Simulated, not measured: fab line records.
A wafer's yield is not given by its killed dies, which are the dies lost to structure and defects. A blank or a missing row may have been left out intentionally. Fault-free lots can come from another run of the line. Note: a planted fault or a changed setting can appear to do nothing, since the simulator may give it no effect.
Chamber matching / flow n5Finfet / N5_BEOL_M14_ILD_DEP_00 on pecvd-03 has 3 sister chambers
The step deposits SiO2 from TEOS/O2, target thk 1119.3 nm, time 237.4 s. 6 wafers are shown with their chamber, then 9 later ones without.

== WAFERS WITH THEIR CHAMBER ==
wafer=L085.1; chamber=1; showerheadPlenumPTorr (Torr)=8.32; heaterPowerW (W)=751
wafer=L088.2; chamber=2; showerheadPlenumPTorr (Torr)=8.24; heaterPowerW (W)=664
wafer=L088.5; chamber=0; showerheadPlenumPTorr (Torr)=8.32; heaterPowerW (W)=528
wafer=L094.1; chamber=1; showerheadPlenumPTorr (Torr)=8.33; heaterPowerW (W)=678
wafer=L094.2; chamber=2; showerheadPlenumPTorr (Torr)=8.27; heaterPowerW (W)=621
wafer=L094.3; chamber=0; showerheadPlenumPTorr (Torr)=8.32; heaterPowerW (W)=472

== WAFERS MISSING THEIR CHAMBER ==
wafer=L095.1; showerheadPlenumPTorr (Torr)=8.24; heaterPowerW (W)=604
wafer=L095.3; showerheadPlenumPTorr (Torr)=8.33; heaterPowerW (W)=774
wafer=L095.5; showerheadPlenumPTorr (Torr)=8.24; heaterPowerW (W)=648
wafer=L096.1; showerheadPlenumPTorr (Torr)=8.34; heaterPowerW (W)=700
wafer=L096.5; showerheadPlenumPTorr (Torr)=8.28; heaterPowerW (W)=515
wafer=L096.6; showerheadPlenumPTorr (Torr)=8.30; heaterPowerW (W)=388
wafer=L097.1; showerheadPlenumPTorr (Torr)=8.34; heaterPowerW (W)=759
wafer=L097.3; showerheadPlenumPTorr (Torr)=8.32; heaterPowerW (W)=511
wafer=L097.5; showerheadPlenumPTorr (Torr)=8.34; heaterPowerW (W)=589

== WHICH CHAMBER EACH ONE RAN IN ==
wafer=L095.1; from the rows above=2; in truth=2
wafer=L095.3; from the rows above=1; in truth=1
wafer=L095.5; from the rows above=2; in truth=2
wafer=L096.1; from the rows above=1; in truth=1
wafer=L096.5; from the rows above=can't be placed: 0 or 2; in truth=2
wafer=L096.6; from the rows above=0; in truth=0
wafer=L097.1; from the rows above=1; in truth=1
wafer=L097.3; from the rows above=0; in truth=0
wafer=L097.5; from the rows above=can't be placed: 0 or 1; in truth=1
Placed correctly: 7 of 9. Can't be placed from these rows: 2 (the true chamber is among the candidates in 2). Wrongly placed: 0.
How it was worked out, from the rows above alone: a wafer's distance from a chamber is the root of the sum, over the readings, of the square of ((its reading less the chamber's mean) divided by the reading's scatter). The wafer belongs to the nearest chamber; if the next one is less than 2 further off, it can't be placed. The mean given for a chamber averages the wafers shown for that chamber. How the scatter is found: for the shown wafers, subtract from each reading the mean of its chamber, square and add these, divide the total by (wafers less chambers), then take the root.
